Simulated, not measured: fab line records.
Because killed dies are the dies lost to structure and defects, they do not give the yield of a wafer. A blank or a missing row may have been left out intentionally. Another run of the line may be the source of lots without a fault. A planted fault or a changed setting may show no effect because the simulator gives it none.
Which of the tools did it? | flow nand harc | 13 lots with 39 wafers sampled at 4 steps, on a route of 1302 steps

== WHAT EACH GAUGE READ, for each wafer ==
NHARC_A_DECK1_JOINT_THK_MEAS_17: measures by ellipsometry. Usual: thk nm 45.1 nm, standard deviation 1.2.
lot  | measured     | on            | thk nm (nm)    | flag
L891 | day 12 06:20 | film metro-01 | 44.6 45.4 45.6 |
L893 | day 13 02:14 | film metro-01 | 45.1 45.8 44.5 |
L895 | day 14 06:35 | film metro-02 | 44.2 45.8 44.3 |
L896 | day 14 11:31 | film metro-01 | 44.7 43.8 45.5 |
L898 | day 15 09:57 | film metro-02 | 48.5 44.4 45.6 |
L901 | day 16 23:05 | film metro-01 | 44.6 45.5 46.6 |
L907 | day 19 03:20 | film metro-01 | 44.8 46.3 46.2 |
L908 | day 19 16:53 | film metro-01 | 44.5 45.6 43.7 |
L909 | day 20 04:00 | film metro-01 | 45.0 43.2 45.3 |
L911 | day 20 18:42 | film metro-02 | 45.7 46.2 47.4 |
L912 | day 21 09:33 | film metro-02 | 43.9 44.5 44.5 |
L913 | day 21 20:25 | film metro-02 | 44.8 46.1 44.8 |
L914 | day 21 20:25 | film metro-02 | 45.6 44.6 46.2 |

== TOOL THAT RAN EACH LOT (tool first, then ch and the chambers of the sampled wafers, then the start) ==
lot  | NHARC_A_CHANNEL_FILL_D1_ETCHBACK_08           | NHARC_A_CHANNEL_FILL_D1_CMP_10 | NHARC_A_DECK1_JOINT_ETCHBACK_00
L891 | rie diel-07 ch 0,2,3, day 10 18:47 or earlier | cmp-03 ch 0,1, day 10 18:47    | rie si-02 ch 1,2,3, day 11 08:06
L893 | rie diel-11 ch 0,2,3, day 11 15:21 or earlier | cmp-01 ch 1,3, day 11 15:21    | rie si-01 ch 1,2,3, day 12 02:31
L895 | rie diel-11 ch 2,3, day 12 16:28 or earlier   | cmp-03 ch 0,1,2, day 12 16:28  | rie si-02 ch 0,1,2, day 13 03:35
L896 | rie diel-07 ch 0,1, day 12 21:39 or earlier   | cmp-03 ch 1,3, day 12 21:39    | rie si-01 ch 0,1,2, day 13 08:48
L898 | rie diel-10 ch 0,3, day 14 00:43 or earlier   | cmp-03 ch 0,3, day 14 00:43    | rie si-05 ch 1,2, day 14 11:43
L901 | rie diel-11 ch 0,1,2, day 15 11:53 or earlier | cmp-04 ch 1,2,3, day 15 11:53  | rie si-02 ch 0,1,3, day 15 23:01
L907 | rie diel-07 ch 0,1,3, day 17 16:19 or earlier | cmp-04 ch 0,1, day 17 16:19    | rie si-05 ch 1,2, day 18 05:52
L908 | rie diel-10 ch 0,2,3, day 18 05:17 or earlier | cmp-04 ch 1,2, day 18 05:17    | rie si-01 ch 0,2,3, day 18 16:23
L909 | rie diel-10 ch 0,1,3, day 18 12:38 or earlier | cmp-03 ch 0,1,3, day 18 12:38  | rie si-01 ch 0,1,2, day 19 03:52
L911 | rie diel-10 ch 0,1,2, day 19 04:13 or earlier | cmp-03 ch 0,1,3, day 19 04:13  | rie si-05 ch 0,2,3, day 19 15:13
L912 | rie diel-11 ch 0,1,3, day 19 19:40 or earlier | cmp-01 ch 0,1,3, day 19 19:40  | rie si-05 ch 0,2, day 20 06:46
L913 | rie diel-07 ch 1,2,3, day 20 04:31 or earlier | cmp-01 ch 0,1, day 20 04:31    | rie si-05 ch 0,1,2, day 20 15:38
L914 | rie diel-11 ch 0,3, day 20 04:33 or earlier   | cmp-04 ch 1,2, day 20 04:33    | rie si-02 ch 1,2,3, day 20 15:41
- NHARC_A_CHANNEL_FILL_D1_ETCHBACK_08: etches the open film in C4F8, target depth 220 nm, time 110 s.
- NHARC_A_CHANNEL_FILL_D1_CMP_10: polishes, target thk 150 nm.
- NHARC_A_DECK1_JOINT_ETCHBACK_00: etches the open film in HBr, target depth 30 nm, time 17.4 s.

== AS READ BY THE TOOLS THEMSELVES (means over the sampled wafers that have a number; for cases with no such wafer, the mark the record gives instead) ==
NHARC_A_CHANNEL_FILL_D1_ETCHBACK_08. Usual: oes product au 0.95 a.u., standard deviation 0.036; rf vpp V 440.0 V, standard deviation 2.2.
lot  | tool        | oes product au (a.u.) | rf vpp V (V) | flag
L891 | rie diel-07 | 0.94                  | 440.2        |
L893 | rie diel-11 | 0.92                  | 439.6        |
L895 | rie diel-11 | 1.01                  | 441.3        |
L896 | rie diel-07 | 0.94                  | 438.4        |
L898 | rie diel-10 | 0.99                  | 439.1        |
L901 | rie diel-11 | 0.92                  | 439.6        |
L907 | rie diel-07 | 0.92                  | 438.8        |
L908 | rie diel-10 | 0.93                  | 441.1        |
L909 | rie diel-10 | 0.93                  | 439.9        |
L911 | rie diel-10 | 1.00                  | 439.1        |
L912 | rie diel-11 | 0.99                  | 441.8        |
L913 | rie diel-07 | 0.92                  | 438.5        |
L914 | rie diel-11 | 0.98                  | 440.4        |

NHARC_A_CHANNEL_FILL_D1_CMP_10. Usual: motor current A 10.9 A, standard deviation 0.92; time to endpoint s 14.2 s, standard deviation 2.2.
lot  | tool   | motor current A (A) | time to endpoint s (s) | flag
L891 | cmp-03 | 10.8                | 15.6                   |
L893 | cmp-01 | 12.3                | 12.9                   |
L895 | cmp-03 | 10.7                | 12.8                   |
L896 | cmp-03 | 11.1                | 14.0                   |
L898 | cmp-03 | 10.0                | 14.0                   |
L901 | cmp-04 | 11.6                | 14.4                   |
L907 | cmp-04 | 10.1                | 16.7                   |
L908 | cmp-04 | 10.9                | 12.8                   |
L909 | cmp-03 | 10.6                | 11.9                   |
L911 | cmp-03 | 10.8                | 14.3                   |
L912 | cmp-01 | 12.0                | 12.4                   |
L913 | cmp-01 | 12.1                | 12.1                   |
L914 | cmp-04 | 10.5                | 13.3                   |

NHARC_A_DECK1_JOINT_ETCHBACK_00. Usual: drypump motor current A 5.8 A, standard deviation 0.53; hbr flow sccm 150.0 sccm, standard deviation 0.44; oes product au 0.997 a.u., standard deviation 0.0083; throttle valve pct 23.265 %, standard deviation 0.0088.
lot  | tool      | drypump motor current A (A) | hbr flow sccm (sccm) | oes product au (a.u.) | throttle valve pct (%) | flag
L891 | rie si-02 | 5.8                         | 150.1                | 0.986                 | 23.271                 |
L893 | rie si-01 | 6.0                         | 150.4                | 0.998                 | 23.272                 |
L895 | rie si-02 | 5.5                         | 149.7                | 0.997                 | 23.263                 |
L896 | rie si-01 | 6.0                         | 150.3                | 0.994                 | 23.269                 |
L898 | rie si-05 | 5.4                         | 150.1                | 0.997                 | 23.272                 |
L901 | rie si-02 | 5.9                         | 150.3                | 1.013                 | 23.264                 |
L907 | rie si-05 | 5.1                         | 149.9                | 0.998                 | 23.256                 |
L908 | rie si-01 | 6.1                         | 149.9                | 1.043                 | 23.263                 | OFF
L909 | rie si-01 | 6.0                         | 150.2                | 1.052                 | 23.272                 | OFF
L911 | rie si-05 | 5.8                         | 149.8                | 0.992                 | 23.273                 |
L912 | rie si-05 | 5.6                         | 150.0                | 0.990                 | 23.267                 |
L913 | rie si-05 | 5.4                         | 150.0                | 0.996                 | 23.265                 |
L914 | rie si-02 | 5.8                         | 150.2                | 0.985                 | 23.271                 |

== THE ANSWER, worked out from the rows above alone ==
Rule: take the mean of a lot's wafers that have a number; if it is more than 3 standard deviations from the usual mean, the lot is off. Also off: a lot with no number at a reading for which 4 or more lots have one. The other lots that the step has rows for count as sound. The gauges are gone through in route order, then the tools' own readings, and for those a lot's mean is taken as printed above. At the first step where some lot is off, the reading lying furthest off is the one used; lots without a number count as furthest.
Off: L908, L909 (NHARC_A_DECK1_JOINT_ETCHBACK_00, oes product au).
A tool fits if, at that step or a process step before it, it ran every lot that is off, and no sound lot after the first of them. With no start given for some of its lots, NHARC_A_CHANNEL_FILL_D1_ETCHBACK_08 uses the hours and lot order of NHARC_A_CHANNEL_FILL_D1_CMP_10. One fits: rie si-01 at NHARC_A_DECK1_JOINT_ETCHBACK_00. Its last sound lot is L896 (day 13 08:48), its first lot that is off L908 (day 18 16:23): a fault that began between those two fits.
The tool's own readings at NHARC_A_DECK1_JOINT_ETCHBACK_00 bear it out: on the lots that are off they differ by more than 5 times the standard deviation of the sound lots' means. oes product au reads 1.047 a.u. there against 0.995 a.u. on the sound lots.

== WHAT THE SIMULATOR HAD PUT IN ==
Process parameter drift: rie si-01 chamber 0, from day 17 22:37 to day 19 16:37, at NHARC_A_DECK1_JOINT_ETCHBACK_00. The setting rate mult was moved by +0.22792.
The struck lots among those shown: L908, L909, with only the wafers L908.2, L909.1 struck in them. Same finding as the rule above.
